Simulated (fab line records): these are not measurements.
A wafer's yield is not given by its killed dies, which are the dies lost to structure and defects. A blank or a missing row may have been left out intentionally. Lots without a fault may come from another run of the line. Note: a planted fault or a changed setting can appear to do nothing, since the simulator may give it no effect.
2 desks, one fault || flow n5-finfet || only its own numbers are on each desk; what lay behind them is given at the end

== THE DEFECT DESK ==
Per lot, the means of the sampled wafers with a number show what the inspections along the route counted. Marked OUT: a lot whose mean sits more than 4 standard deviations from the usual mean, which makes it out of limits; the brackets give that distance.
Columns: A = raw-defect-count at N5_FIN_SAQP_INSPECT_40, usual 232; B = raw-defect-count at N5_FIN_CUT_INSPECT_10, usual 42
{"lot": "L811", "first seen here": "day 2 08:09", "A": 348, "B": 51}
{"lot": "L812", "first seen here": "day 2 14:13", "A": 204, "B": 38}
{"lot": "L818", "first seen here": "day 4 02:33", "A": 230, "B": 43}
{"lot": "L820", "first seen here": "day 4 15:18", "A": "1023 (+10) OUT", "B": "827 (+60) OUT"}
{"lot": "L821", "first seen here": "day 4 20:18", "A": "695 (+6.0) OUT", "B": "459 (+32) OUT"}
{"lot": "L827", "first seen here": "day 6 08:01", "A": 167, "B": 40}
{"lot": "L828", "first seen here": "day 6 13:47", "A": 179, "B": 31}
{"lot": "L829", "first seen here": "day 6 20:58", "A": 190, "B": 35}
{"lot": "L831", "first seen here": "day 7 08:10", "A": 253, "B": 47}
This desk finds L820, L821 out of limits, L820 being first, at day 4 15:18 (raw-defect-count at N5_FIN_SAQP_INSPECT_40). Within limits: L811, L812, L818, L827, L828, L829, L831.

== FOR THE TOOL OWNER'S DESK: ald-sin-02 ==
The tool's own readings at N5_FIN_SAQP_SPACER1_ALD_24 (deposits SiO2, target thk 20.3 nm, pulse time 1 s, purge time 2 s): means of the sampled wafers that have a number, for each lot that ran on this tool. Marked OUT: a lot whose mean sits more than 4 standard deviations from the usual mean, which makes it out of limits; the brackets give that distance.
Columns: A = heater-power-w at N5_FIN_SAQP_SPACER1_ALD_24, usual 487 W; B = precursor-pulse-height-rel at N5_FIN_SAQP_SPACER1_ALD_24, usual 1.000
{"lot": "L811", "first seen here": "day 2 04:55", "A": 500, "B": 1.018}
{"lot": "L812", "first seen here": "day 2 11:04", "A": 470, "B": 0.983}
{"lot": "L818", "first seen here": "day 3 23:23", "A": 536, "B": 0.993}
{"lot": "L820", "first seen here": "day 4 11:52", "A": 481, "B": 0.989}
{"lot": "L821", "first seen here": "day 4 17:13", "A": 504, "B": 1.000}
This desk's finding: nothing out of limits on any of the 5 lots.

== BROUGHT TOGETHER ==
The defect desk could have raised an alarm at day 4 15:18, on L820, L821.
The desk of the tool owner found nothing out of limits.
The tool owner's desk has L820, L821 on record, within its limits.
Every lot named ran N5_FIN_SAQP_SPACER1_ALD_24 on ald-sin-02.

== WHAT THE SIMULATOR PUT IN ==
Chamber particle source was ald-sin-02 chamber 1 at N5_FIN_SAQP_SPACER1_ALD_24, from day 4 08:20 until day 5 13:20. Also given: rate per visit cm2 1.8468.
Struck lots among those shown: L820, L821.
Hours from the fault's start to each desk's first reading out of limits: the defect desk, 7.
